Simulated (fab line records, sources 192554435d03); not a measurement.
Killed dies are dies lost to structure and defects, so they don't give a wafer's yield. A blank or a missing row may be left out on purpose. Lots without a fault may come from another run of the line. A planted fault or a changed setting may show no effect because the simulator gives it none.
Chamber matching | flow n5_finfet | N5_FIN_SAQP_ETCH_51 on rie_diel-01: 4 sister chambers
The step etches SiARC in CF4, target depth 45.5 nm, time 75.8 s. 8 wafers are shown with their chamber, then 9 later ones without.

WAFERS WITH THEIR CHAMBER
wafer  | chamber | drypump_motor_current_A (A) | showerhead_plenum_p_Torr (Torr)
L082.6 | 1       | 5.5                         | 2.20
L088.5 | 3       | 4.8                         | 2.16
L090.4 | 2       | 5.6                         | 2.19
L090.5 | 3       | 4.8                         | 2.16
L090.6 | 1       | 5.5                         | 2.19
L091.1 | 2       | 5.5                         | 2.19
L091.3 | 0       | 5.7                         | 2.23
L091.6 | 0       | 5.7                         | 2.23

WAFERS WITHOUT THEIR CHAMBER
wafer  | drypump_motor_current_A (A) | showerhead_plenum_p_Torr (Torr)
L092.1 | 4.8                         | 2.16
L092.2 | 5.6                         | 2.23
L092.3 | 5.6                         | 2.19
L092.4 | 5.6                         | 2.19
L092.5 | 4.8                         | 2.16
L092.6 | 5.6                         | 2.19
L094.2 | 4.8                         | 2.15
L094.3 | 5.6                         | 2.19
L094.4 | 5.7                         | 2.23

WHICH CHAMBER EACH WENT THROUGH
wafer  | from the rows above     | in truth
L092.1 | 3                       | 3
L092.2 | 0                       | 0
L092.3 | can't be placed: 2 or 1 | 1
L092.4 | can't be placed: 2 or 1 | 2
L092.5 | 3                       | 3
L092.6 | can't be placed: 2 or 1 | 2
L094.2 | 3                       | 3
L094.3 | can't be placed: 2 or 1 | 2
L094.4 | 0                       | 0
Placed correctly: 5 of 9. Can't be placed from these rows: 4 (the true chamber is among the candidates in 4). Placed wrongly: 0.
How it was worked out, from the rows above alone: a wafer's distance from a chamber is the root of the sum, over the readings, of the square of ((its reading less the chamber's mean) divided by the reading's scatter). The wafer belongs to the nearest chamber; if the next one is less than 2 further off, it can't be placed. A chamber's mean is the mean of its shown wafers. The scatter: the root of (the sum of the squares of (reading less its chamber's mean) over the shown wafers, divided by (wafers less chambers)).
